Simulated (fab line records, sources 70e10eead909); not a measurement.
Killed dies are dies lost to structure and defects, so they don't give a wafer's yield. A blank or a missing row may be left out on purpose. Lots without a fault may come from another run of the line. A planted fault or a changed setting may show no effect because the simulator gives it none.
Chamber matching | flow nand_harc | NHARC_A_STAIRCASE_ETCHBACK_157 on rie_diel-05: 4 sister chambers
The step etches the open film in CH3F/O2, target depth 90 nm, time 167.14 s. 8 wafers are shown with their chamber, then 7 later ones without.

WAFERS WITH THEIR CHAMBER
wafer  | chamber | drypump_motor_current_A (A) | showerhead_plenum_p_Torr (Torr)
L143.1 | 2       | 5.7                         | 2.29
L144.2 | 1       | 4.9                         | 2.50
L144.4 | 0       | 6.0                         | 2.32
L144.5 | 0       | 6.0                         | 2.32
L152.3 | 1       | 4.9                         | 2.49
L152.5 | 3       | 5.3                         | 2.50
L153.1 | 2       | 5.7                         | 2.27
L153.2 | 3       | 5.2                         | 2.50

WAFERS WITHOUT THEIR CHAMBER
wafer  | drypump_motor_current_A (A) | showerhead_plenum_p_Torr (Torr)
L153.4 | 4.9                         | 2.49
L157.1 | 6.0                         | 2.30
L157.3 | 5.7                         | 2.65
L157.5 | 4.9                         | 2.49
L161.2 | 4.9                         | 2.48
L161.3 | 5.2                         | 2.49
L161.5 | 6.0                         | 2.30

WHICH CHAMBER EACH WENT THROUGH
wafer  | from the rows above | in truth
L153.4 | 1                   | 1
L157.1 | 0                   | 0
L157.3 | 3                   | 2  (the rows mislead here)
L157.5 | 1                   | 1
L161.2 | 1                   | 1
L161.3 | 3                   | 3
L161.5 | 0                   | 0
Placed correctly: 6 of 7. Can't be placed from these rows: 0. Placed wrongly: 1.
How it was worked out, from the rows above alone: a wafer's distance from a chamber is the root of the sum, over the readings, of the square of ((its reading less the chamber's mean) divided by the reading's scatter). The wafer belongs to the nearest chamber; if the next one is less than 2 further off, it can't be placed. A chamber's mean is the mean of its shown wafers. The scatter: the root of (the sum of the squares of (reading less its chamber's mean) over the shown wafers, divided by (wafers less chambers)).
